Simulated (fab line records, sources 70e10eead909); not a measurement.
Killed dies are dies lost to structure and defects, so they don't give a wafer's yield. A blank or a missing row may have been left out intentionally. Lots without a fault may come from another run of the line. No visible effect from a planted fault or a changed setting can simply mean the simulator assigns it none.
A single fault, viewed from 2 desks :: flow nand-harc :: what lay behind the numbers comes last; until then each desk has only its own

== THE DEFECT DESK ==
Counts from the inspections along the route, per lot, as means over the sampled wafers that have a number. A lot is out of limits, marked OUT, if its mean lies more than 4 standard deviations from the usual mean; the brackets give that distance.
Columns: A = raw-defect-count at NHARC_P_START_INSPECT_01, usual 3.4; B = raw-defect-count at NHARC_P_ZERO_WELL_INSPECT_43, usual 13
lot: L880
first seen here: day 1 20:02
A: 2.3
B: 12

lot: L881
first seen here: day 2 06:02
A: 2.7
B: 13

lot: L885
first seen here: day 3 22:02
A: 3.3
B: 14

lot: L887
first seen here: day 4 18:02
A: 1.7
B: 18

lot: L888
first seen here: day 5 04:02
A: 4.7
B: 204 (+31) OUT

lot: L896
first seen here: day 8 12:02
A: 3.7
B: 15

lot: L897
first seen here: day 8 22:03
A: 3.0
B: 7

lot: L898
first seen here: day 9 08:02
A: 2.0
B: 12

lot: L899
first seen here: day 9 18:02
A: 1.7
B: 15

lot: L900
first seen here: day 10 04:02
A: 3.7
B: 9

lot: L901
first seen here: day 10 14:02
A: 5.0
B: 14

lot: L902
first seen here: day 11 00:02
A: 4.3
B: 16

lot: L903
first seen here: day 11 10:02
A: 2.7
B: 20
This desk finds L888 out of limits, L888 being first, at day 5 11:48 (raw-defect-count at NHARC_P_ZERO_WELL_INSPECT_43). In limits: L880, L881, L885, L887, L896, L897, L898, L899, L900, L901, L902, L903.

== THE METROLOGY DESK ==
Means of the sampled wafers that have a number, per lot and without regard to the tool the lot ran on: this is what the gauges read. A lot is out of limits, marked OUT, if its mean lies more than 4 standard deviations from the usual mean; the brackets give that distance.
Columns: A = trench-depth-nm at NHARC_P_STI_OCD_MEAS_17, usual 301 nm; B = trench-foot-cd-nm at NHARC_P_STI_OCD_MEAS_17, usual 158.8 nm
lot: L880
first seen here: day 2 20:29
A: 292
B: 159.4

lot: L881
first seen here: day 3 05:59
A: 294
B: 158.1

lot: L885
first seen here: day 4 22:44
A: 303
B: 159.7

lot: L887
first seen here: day 5 18:20
A: 300
B: 158.5

lot: L888
first seen here: day 6 04:50
A: 305
B: 155.8

lot: L896
first seen here: day 9 12:17
A: 301
B: 155.6

lot: L897
first seen here: day 9 21:07
A: 291
B: 160.5

lot: L898
first seen here: day 10 10:22
A: 303
B: 157.8

lot: L899
first seen here: day 10 20:27
A: 297
B: 160.5

lot: L900
first seen here: day 11 03:54
A: 298
B: 157.5

lot: L901
first seen here: day 11 14:58
A: 301
B: 158.8

lot: L902
first seen here: day 12 01:44
A: 300
B: 159.3

lot: L903
first seen here: day 12 11:38
A: 309
B: 158.1
This desk found nothing out of limits on any of the 13 lots.

== ALL TOGETHER ==
The defect desk could have raised an alarm at day 5 11:48, on L888.
From the metrology desk's view, nothing was out of limits.
The metrology desk has L888 on record, within its limits.
The lots listed all ran NHARC_P_ZERO_WELL_PECVD_02 on pecvd-03.

== WHAT HAD BEEN PUT IN BY THE SIMULATOR ==
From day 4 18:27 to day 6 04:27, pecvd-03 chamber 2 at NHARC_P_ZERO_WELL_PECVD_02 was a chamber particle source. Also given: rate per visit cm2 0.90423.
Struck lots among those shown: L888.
Hours from the fault's start to each desk's first reading out of limits: the defect desk, 17.
